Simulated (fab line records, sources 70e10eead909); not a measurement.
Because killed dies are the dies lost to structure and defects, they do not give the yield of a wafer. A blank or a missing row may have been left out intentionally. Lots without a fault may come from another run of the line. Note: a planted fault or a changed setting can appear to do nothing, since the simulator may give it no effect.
The same fault as seen by 2 desks	flow nand harc	each desk has only its own numbers; what lay behind them comes last

== THE METROLOGY DESK ==
What the gauges read, lot by lot, whatever tool the lot ran on: means of the sampled wafers that have a number. If a lot's mean is further than 4 standard deviations from the usual mean, the lot is out of limits and carries the mark OUT (the distance appears in the brackets).
Columns: A = cd nm at NHARC_P_GATE_CD_MEAS_46, usual 720.5 nm
lot	first seen here	A
L303	day 5 21:25	722.3
L306	day 7 10:30	720.9
L310	day 8 22:32	724.8
L311	day 9 07:46	722.9
L312	day 9 13:37	724.7
L318	day 12 10:20	720.4
L320	day 13 00:11	719.3
L321	day 13 15:24	719.6
L322	day 13 19:57	721.5
L323	day 14 04:10	721.4
L325	day 14 23:33	721.0
L324	day 14 23:56	720.6
This desk's verdict: no lot among the 12 shows anything out of limits.

== THE TOOL OWNER'S DESK: krf scanner-03 ==
The tool's own readings at NHARC_P_GATE_EXPOSE_43 (exposes mask P NSD, target cd 720 nm): means of the sampled wafers that have a number, for each lot that ran on this tool. If a lot's mean is further than 4 standard deviations from the usual mean, the lot is out of limits and carries the mark OUT (the distance appears in the brackets).
Columns: A = stage vel mm s at NHARC_P_GATE_EXPOSE_43, usual 499.98 mm/s
lot	first seen here	A
L303	day 5 21:16	499.84
L306	day 7 10:20	499.84
L310	day 8 22:23	500.02
L311	day 9 07:37	500.04
L312	day 9 13:28	499.88
L321	day 13 15:14	499.97
This desk's verdict: no lot among the 6 shows anything out of limits.

== ALL TOGETHER ==
Metrology desk: nothing out of limits seen.
The tool owner's desk saw nothing out of limits.

== WHAT THE SIMULATOR HAD INSERTED ==
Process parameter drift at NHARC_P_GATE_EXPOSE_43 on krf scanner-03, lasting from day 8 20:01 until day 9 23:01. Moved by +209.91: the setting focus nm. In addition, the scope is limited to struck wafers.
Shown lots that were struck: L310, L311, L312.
